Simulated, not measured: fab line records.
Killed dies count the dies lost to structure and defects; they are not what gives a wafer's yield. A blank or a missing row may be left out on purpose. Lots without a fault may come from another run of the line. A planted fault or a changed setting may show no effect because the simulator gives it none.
fab line records | flow n5_finfet
record: lots: 8 wafers: 22 last_day: 17
route steps=1938 shown BEOL_M2@858 BEOL_M4@1111
lots untouched by any fault: they come from a run of this same line in which no faults occurred
start_h: start of the lot's first displayed wafer, in hours after the record's first day | wait_h: hours since the lot's step before | " unchanged from the row above | L1.1+2: a row that stands for several wafers | - no value, or no start was given | * or withheld: withheld | < > ~ a bound
route shown NAME@n: a module of which the file shows steps, and the number in the route of the first | usual: mean/standard deviation taken from wafers without a fault | same: alike in all rows | chamber/n: place in a boat | sites: readings site by site | _std_site: their standard deviation | _edge_site: inner sites' mean taken away from outer sites' mean | radius_mm: how far each site lies from the wafer's centre | mask NAME#n: copy n | behind: the last tool/chamber to shape the wafer | hold: cause of the lot's hold/its duration in hours/its outcome | device: which transistor (n, p or np) failed to switch | end of line: at the end of the route, the tests of the same wafers | step lacking rows: just its recipe | killed: count of dies lost to structure and defects at first sort (not the wafer's yield) | map: the dies of a wafer, with x for killed, . for not killed, _ for no die there
set.NAME: the setting the step ran with; set.NAME@STEP: the setting that earlier step ran with | model.NAME: the simulator's own value behind a step, which no gauge read
one table for each step of the route and one row for each wafer, over a sample of lots
services: a tool's chamber out of use, with start hour (start_h, from the record's first day; less than 0 if before it), hours out, and reason
== steps ==
step: N5_BEOL_M2_ETCH_74
recipe: chemistry: N2/H2 target: underlayer target_depth_a: 65 mask_material: CAR-EUV time_s: 5.2 ion_energy_ev: 200 pressure_mtorr: 30 source_w: 840 bias_w: 150 n2_flow_sccm: 200 h2_flow_sccm: 200 ends: cleared
usual: drypump_motor_current_A: 5.6/0.56 etch_rf_on_time_s: 5.22/0.14 oes_product_au: 0.67/0.076 rf_vpp_V: 524.1/2.8 showerhead_plenum_p_Torr: 2.55/0.093 throttle_valve_pct: 17.7/0.32
columns lot.wafer tool chamber start_h wait_h drypump_motor_current_A etch_rf_on_time_s oes_product_au rf_hours_counter_h rf_vpp_V showerhead_plenum_p_Torr throttle_valve_pct
L822.1 rie_diel-05 3 146.94 0.0 5.4 5.23 0.60 231 522.3 2.52 17.9
L822.2 " 2 " " 5.7 5.25 0.69 95 526.5 2.56 17.7
L822.3 " 0 " " 5.3 5.42 0.68 90 521.7 2.47 17.6
L826.1 rie_diel-02 2 169.98 0.0 5.3 5.37 0.76 36 527.9 2.69 17.3
L826.4 " 0 " " 5.7 5.06 0.72 63 523.0 2.47 17.4
L827.2 rie_diel-06 1 178.84 0.0 5.1 5.12 0.58 254 523.4 2.50 17.8
L827.6 " 3 " " 6.6 5.36 0.59 - 526.5 2.60 18.0
L833.2 rie_diel-06 2 236.45 0.0 6.4 5.20 0.59 240 520.9 2.39 18.4
L833.5 " 2 " " 6.5 5.13 0.59 - 518.9 2.39 18.3
L833.6 " 3 " " 6.6 5.36 0.58 - 526.8 2.60 18.0
L837.4 rie_diel-06 0 242.72 0.0 5.0 5.10 0.74 70 526.7 2.69 17.5
L837.5 " 1 " " 5.1 4.98 0.83 - 523.0 2.50 17.4
L837.6 " 0 " " 5.0 5.07 0.75 - 526.3 2.69 17.5
L839.1 rie_diel-02 0 259.05 0.0 5.7 5.10 0.68 100 520.5 2.45 17.4
L839.4 " 2 " " 5.4 5.30 0.72 67 525.6 2.68 17.3
L839.5 " 0 " " 5.7 5.08 0.69 - 521.7 2.45 17.4
L840.1 rie_diel-02 3 260.43 0.0 5.8 5.25 0.65 142 526.5 2.55 17.7
L840.3 " 0 " " 5.7 5.12 0.68 101 522.9 2.45 17.4
L840.4 " 2 " " 5.4 5.28 0.72 68 527.3 2.68 17.3
L841.3 rie_diel-06 3 268.42 0.0 6.6 5.35 0.59 243 525.4 2.59 18.0
L841.4 " 1 " " 5.1 4.97 0.79 11 523.2 2.49 17.4
L841.6 " 2 " " 6.5 5.15 0.58 - 520.2 2.39 18.4
step: N5_BEOL_M2_ETCH_70
recipe: chemistry: N2/H2 target: SOC target_depth_a: 800 overetch_a: 240 mask_material: SiARC temp_c: 40 time_s: 130 ion_energy_ev: 200 pressure_mtorr: 30 source_w: 840 bias_w: 150 n2_flow_sccm: 200 h2_flow_sccm: 200
usual: drypump_motor_current_A: 5.6/0.42 oes_product_au: 0.59/0.052 rf_vpp_V: 523.7/2.3 showerhead_plenum_p_Torr: 2.54/0.082 temp_c: 39.98/0.11 throttle_valve_pct: 17.59/0.3
columns lot.wafer tool chamber start_h wait_h drypump_motor_current_A oes_product_au rf_hours_counter_h rf_vpp_V showerhead_plenum_p_Torr temp_c throttle_valve_pct
L822.1 rie_diel-05 2 149.19 0.0 5.6 0.60 96 524.4 2.56 40.26 17.65
L822.2 " 3 " " 5.4 0.51 232 522.0 2.52 39.96 17.84
L822.3 " 1 " " 4.8 0.72 2 523.6 2.50 40.03 17.06
L826.1 rie_diel-02 3 181.66 0.0 5.8 0.59 110 524.7 2.56 39.92 17.66
L826.4 " 1 " " 6.0 0.53 214 526.4 2.62 39.97 17.96
L827.2 rie_diel-02 3 182.23 0.0 5.8 0.58 110 522.7 2.56 40.10 17.66
L827.6 " 0 " " 5.7 0.61 - 522.8 2.47 39.93 17.33
L833.2 rie_diel-05 0 241.44 0.0 5.3 0.58 131 520.5 2.45 39.92 17.67
L833.5 " 3 " " 5.4 0.70 - 523.8 2.51 40.02 17.47
L833.6 " 0 " " 5.3 0.56 - 521.1 2.45 40.04 17.66
L837.4 rie_diel-05 1 251.01 0.0 4.8 0.64 46 522.9 2.48 39.75 17.15
L837.5 " 0 " " 5.2 0.57 - 521.3 2.45 39.95 17.65
L837.6 " 3 " " 5.4 0.68 - 523.6 2.50 40.02 17.46
L839.1 rie_diel-02 0 260.66 0.0 5.7 0.58 101 520.9 2.45 39.97 17.39
L839.4 " 1 " " 6.0 0.51 247 526.2 2.61 39.90 18.03
L839.5 " 0 " " 5.7 0.58 - 523.3 2.45 40.00 17.37
L840.1 rie_diel-02 2 264.15 0.0 5.4 0.62 69 528.8 2.68 39.98 17.28
L840.3 " 0 " " 5.7 0.58 102 522.9 2.45 40.06 17.39
L840.4 " 3 " " 5.8 0.57 143 522.6 2.55 40.10 17.73
L841.3 rie_diel-02 3 280.14 0.0 5.8 0.56 149 525.2 2.55 40.01 17.71
L841.4 " 0 " " 5.7 0.58 - 521.0 2.45 39.98 17.41
L841.6 " 2 " " 5.3 0.61 - 528.2 2.68 40.11 17.29
step: N5_BEOL_M2_TRENCH_ETCH_37
recipe: chemistry: C4F6/O2 target_depth_a: 555.55 target: SiOC time_s: 29.2 ion_energy_ev: 250 pressure_mtorr: 30 source_w: 355 bias_w: 185 Ar_flow_sccm: 300 C4F6_flow_sccm: 10 O2_flow_sccm: 10
usual: drypump_motor_current_A: 5.6/0.42 oes_product_au: 0.79/0.071 rf_vpp_V: 667/17 showerhead_plenum_p_Torr: 2.84/0.076 throttle_valve_pct: 20.6/0.3
columns lot.wafer tool chamber start_h wait_h drypump_motor_current_A oes_product_au rf_hours_counter_h rf_vpp_V showerhead_plenum_p_Torr throttle_valve_pct
L822.1 rie_diel-05 2 149.40 - 5.6 0.80 96 671 2.89 20.8
L822.2 " 3 " " 5.4 0.68 232 669 2.83 20.9
L822.3 " 1 " " 4.9 0.97 2 645 2.79 20.1
L826.1 rie_diel-02 3 181.86 - 5.8 0.80 110 656 2.86 20.6
L826.4 " 1 " " 6.0 0.71 214 691 2.92 20.9
L827.2 rie_diel-02 3 182.44 - 5.8 0.80 110 657 2.86 20.6
L827.6 " 0 " " 5.7 0.84 - 667 2.78 20.5
L833.2 rie_diel-05 0 241.65 - 5.2 0.77 131 653 2.77 20.7
L833.5 " 3 " " 5.4 0.93 - 668 2.82 20.5
L833.6 " 0 " " 5.3 0.76 - 652 2.77 20.7
L837.4 rie_diel-05 1 251.21 - 4.8 0.85 46 644 2.77 20.2
L837.5 " 0 " " 5.3 0.75 - 652 2.77 20.7
L837.6 " 3 " " 5.4 0.90 - 667 2.81 20.5
L839.1 rie_diel-02 0 260.87 - 5.7 0.81 101 667 2.77 20.6
L839.4 " 1 " " 6.0 0.70 247 690 2.90 20.9
L839.5 " 0 " " 5.7 0.81 - 667 2.77 20.6
L840.1 rie_diel-02 2 264.36 - 5.4 0.84 69 694 2.97 20.2
L840.3 " 0 " " 5.7 0.79 102 668 2.77 20.6
L840.4 " 3 " " 5.8 0.77 143 656 2.85 20.6
L841.3 rie_diel-02 3 280.35 - 5.8 0.77 150 655 2.84 20.7
L841.4 " 0 " " 5.7 0.80 - 667 2.76 20.6
L841.6 " 2 " " 5.4 0.84 - 695 2.97 20.2
step: N5_BEOL_M2_OCD_MEAS_38
usual: trench_depth_nm: 54.9/1.1
columns lot.wafer tool chamber start_h wait_h trench_depth_nm
L822.1 ocd-02 - 149.55 - 53.8
L822.2 " - " " 53.8
L822.3 " - " " 55.4
L826.1 ocd-01 - 182.02 - 55.0
L826.4 " - " " 48.5
L827.2 ocd-01 - 182.59 - 49.5
L827.6 " - " " 55.9
L833.2 ocd-01 - 241.80 - 54.0
L833.5 " - " " 54.8
L833.6 " - " " 53.5
L837.4 ocd-02 - 251.37 - 54.3
L837.5 " - " " 53.1
L837.6 " - " " 53.2
L839.1 ocd-01 - 261.02 - 56.2
L839.4 " - " " 55.1
L839.5 " - " " 56.7
L840.1 ocd-02 - 264.52 - 54.7
L840.3 " - " " 55.4
L840.4 " - " " 55.5
L841.3 ocd-02 - 280.50 - 55.7
L841.4 " - " " 55.9
L841.6 " - " " 55.6
step: N5_BEOL_M2_PRE_CLEAN_45
recipe: gas: H2/He time_s: 30 temp_c: 250
usual: heater_power_w: 349/19
columns lot.wafer tool chamber start_h wait_h heater_power_w
L822.1 pvd_sputter-01 - 149.91 0.0 342
L822.2 " - " " 333
L822.3 " - " " 331
L826.1 pvd_sputter-01 - 182.48 0.0 330
L826.4 " - " " 333
L827.2 pvd_sputter-03 - 183.10 0.0 364
L827.6 " - " " 328
L833.2 pvd_sputter-01 - 242.25 0.0 334
L833.5 " - " " 333
L833.6 " - " " 342
L837.4 pvd_sputter-03 - 252.03 0.0 380
L837.5 " - " " 353
L837.6 " - " " 336
L839.1 pvd_sputter-02 - 261.26 0.0 352
L839.4 " - " " 353
L839.5 " - " " 338
L840.1 pvd_sputter-02 - 264.96 0.0 342
L840.3 " - " " 329
L840.4 " - " " 349
L841.3 pvd_sputter-01 - 281.20 0.0 377
L841.4 " - " " 335
L841.6 " - " " 393
step: N5_BEOL_M2_THK_MEAS_53
recipe: thk_meas_gauge: xrf reads: Cu_of_BEOL_M2_ECD_50
usual: M2_THK: 38.8/1.7
columns lot.wafer tool chamber start_h wait_h M2_THK[nm]
L822.1 film_metro-01 - 153.05 - 38.7
L822.2 " - " " 39.4
L822.3 " - " " 40.4
L826.1 film_metro-01 - 186.13 - 41.8
L826.4 " - " " 34.3
L827.2 film_metro-01 - 186.85 - 34.0
L827.6 " - " " 42.0
L833.2 film_metro-02 - 245.66 - 36.8
L833.5 " - " " 38.5
L833.6 " - " " 35.9
L837.4 film_metro-01 - 255.46 - 36.8
L837.5 " - " " 37.0
L837.6 " - " " 35.9
L839.1 film_metro-02 - 264.47 - 38.2
L839.4 " - " " 40.0
L839.5 " - " " 39.2
L840.1 film_metro-02 - 269.54 - 37.9
L840.3 " - " " 38.9
L840.4 " - " " 38.2
L841.3 film_metro-01 - 284.48 - 39.7
L841.4 " - " " 41.7
L841.6 " - " " 39.5
step: N5_BEOL_M2_RS_MEAS_58
recipe: thk_meas_gauge: four-point-probe reads: Co_of_BEOL_M2_CO_CAP_55+Cu_of_BEOL_M2_ECD_50+Co_of_BEOL_M2_CVD_47+TaN_of_BEOL_M2_ALD_84
usual: M2_RS: 0.68/0.037
columns lot.wafer tool chamber start_h wait_h M2_RS[ohm/sq]
L822.1 film_metro-02 - 153.35 0.0 0.69
L822.2 " - " " 0.68
L822.3 " - " " 0.65
L826.1 film_metro-01 - 186.39 0.0 0.63
L826.4 " - " " 0.81
L827.2 film_metro-01 - 187.11 0.1 0.80
L827.6 " - " " 0.61
L833.2 film_metro-01 - 245.92 0.1 0.73
L833.5 " - " " 0.69
L833.6 " - " " 0.76
L837.4 film_metro-01 - 255.72 0.0 0.73
L837.5 " - " " 0.72
L837.6 " - " " 0.75
L839.1 film_metro-01 - 264.73 0.0 0.68
L839.4 " - " " 0.65
L839.5 " - " " 0.67
L840.1 film_metro-02 - 269.80 0.0 0.71
L840.3 " - " " 0.69
L840.4 " - " " 0.70
L841.3 film_metro-01 - 284.80 0.1 0.67
L841.4 " - " " 0.63
L841.6 " - " " 0.67
step: N5_BEOL_M4_RC_MEAS_101
usual: DIBL_N: 36.5/1.4 DIBL_P: 36.6/1.9 IOFF_N: 0.167/0.029 IOFF_P: 0.21/0.033 ION_N: 674/12 ION_P: 460/8.9 SS_N: 71.6/0.57 SS_P: 73.4/0.61 VT_N: 249/3.3 VT_P: -250/3.3
columns lot.wafer tool chamber start_h wait_h DIBL_N[mV/V] DIBL_P[mV/V] IOFF_N[nA/um] IOFF_P[nA/um] ION_N[uA/um] ION_P[uA/um] SS_N[mV/dec] SS_P[mV/dec] VT_N[mV] VT_P[mV]
L822.1 prober-02 0 181.24 0.0 36.0 37.2 0.162 0.23 693 478 71.3 72.9 252 -252
L822.2 " 0 " " 34.5 34.3 0.130 0.19 667 460 71.4 72.8 253 -250
L822.3 " 0 " " 36.4 36.9 0.145 0.22 659 457 72.1 73.6 252 -250
L826.1 prober-01 0 210.24 0.0 36.0 36.1 0.171 0.24 676 470 72.1 74.3 247 -244
L826.4 " 0 " " 34.1 34.4 0.137 0.23 680 475 70.8 73.2 249 -244
L827.2 prober-02 0 210.35 0.2 36.2 35.3 0.164 0.18 669 453 72.0 72.7 249 -253
L827.6 " 0 " " 37.7 38.0 0.191 0.23 679 467 72.2 74.1 245 -249
L833.2 prober-02 0 263.80 0.2 38.3 39.6 0.211 0.29 697 479 71.4 73.7 248 -245
L833.5 " 0 " " 39.2 40.3 0.215 0.29 685 469 72.0 74.0 246 -244
L833.6 " 0 " " 35.4 35.6 0.146 0.21 673 468 71.3 72.5 249 -250
L839.1 prober-02 0 289.57 0.0 36.3 36.5 0.160 0.20 671 456 72.0 74.1 248 -253
L839.4 " 0 " " 35.6 36.2 0.138 0.20 660 451 71.5 73.5 254 -255
L839.5 " 0 " " 35.4 35.1 0.140 0.19 673 459 70.9 74.4 252 -253
L837.4 prober-01 0 289.69 0.5 37.9 38.4 0.174 0.24 668 462 72.1 73.4 248 -251
L837.5 " 0 " " 39.4 41.1 0.228 0.29 703 481 71.8 74.9 245 -247
L837.6 " 0 " " 38.6 38.5 0.181 0.23 658 452 71.8 73.6 250 -251
L840.1 prober-02 0 295.18 0.0 34.0 34.6 0.139 0.20 679 465 71.0 72.8 250 -249
L840.3 " 0 " " 36.4 37.1 0.179 0.24 669 466 72.0 73.6 247 -243
L840.4 " 0 " " 36.2 37.3 0.174 0.25 674 467 71.8 73.0 248 -245
L841.3 prober-01 0 304.14 0.3 36.3 35.9 0.147 0.21 659 459 71.3 72.9 253 -249
L841.4 " 0 " " 38.2 37.1 0.161 0.23 665 457 71.4 73.6 250 -250
L841.6 " 0 " " 37.6 37.4 0.169 0.24 668 464 72.0 73.7 246 -249
== services ==
columns tool chamber start_h hours kind
rie_diel-05 1 129.72 - clean
rie_diel-05 1 129.72 - consumable_replace:focus_ring
rie_diel-05 1 129.72 12.8 scheduled_down
rie_diel-05 1 129.72 12.8 vent_cycle
rie_diel-02 0 151.41 1.6 repair
rie_diel-06 2 168.37 33.9 repair
rie_diel-06 - 195.13 28.1 pm
rie_diel-05 3 198.03 - clean
rie_diel-05 3 198.03 - consumable_replace:focus_ring
rie_diel-05 3 198.03 19.4 scheduled_down
rie_diel-05 3 198.03 19.4 vent_cycle
rie_diel-06 1 223.23 - clean
rie_diel-06 1 223.23 - consumable_replace:focus_ring
rie_diel-06 1 223.23 18.1 scheduled_down
rie_diel-06 1 223.23 18.1 vent_cycle
rie_diel-05 - 250.18 0.4 repair
rie_diel-02 1 268.76 - clean
rie_diel-02 1 268.76 - consumable_replace:focus_ring
rie_diel-02 1 268.76 20.5 scheduled_down
rie_diel-02 1 268.76 20.5 vent_cycle
rie_diel-06 2 280.14 - clean
rie_diel-06 2 280.14 - consumable_replace:focus_ring
rie_diel-06 2 280.14 - consumable_replace:showerhead
rie_diel-06 2 280.14 20.4 scheduled_down
== key ==
first_sign: step: N5_BEOL_M2_OCD_MEAS_38 reading: trench_depth_nm direction: down sigmas: 5.5 usual: 54.9 struck: 49.0
effect: step: N5_BEOL_M2_THK_MEAS_53 reading: M2_THK direction: down sigmas: 2.8 usual: 38.8 struck: 34.1
effect: step: N5_BEOL_M2_RS_MEAS_58 reading: M2_RS direction: up sigmas: 3.3 usual: 0.68 struck: 0.81
met_at N5_BEOL_M2_TRENCH_ETCH_37
struck_lots L826,L827
struck_wafers L826.4,L827.2
not_acting_at N5_BEOL_M2_ETCH_74,N5_BEOL_M2_ETCH_70,N5_BEOL_M2_PRE_CLEAN_45
fault: kind: process_parameter_drift tool: rie_diel-02 chamber: - onset_h: 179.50 steps: N5_BEOL_M2_TRENCH_ETCH_37 channel: target_depth_a offset: -57.923 shape: step end_h: 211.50 scope: struck_wafers_only acts_in: these_recipes_only stated: 555.55
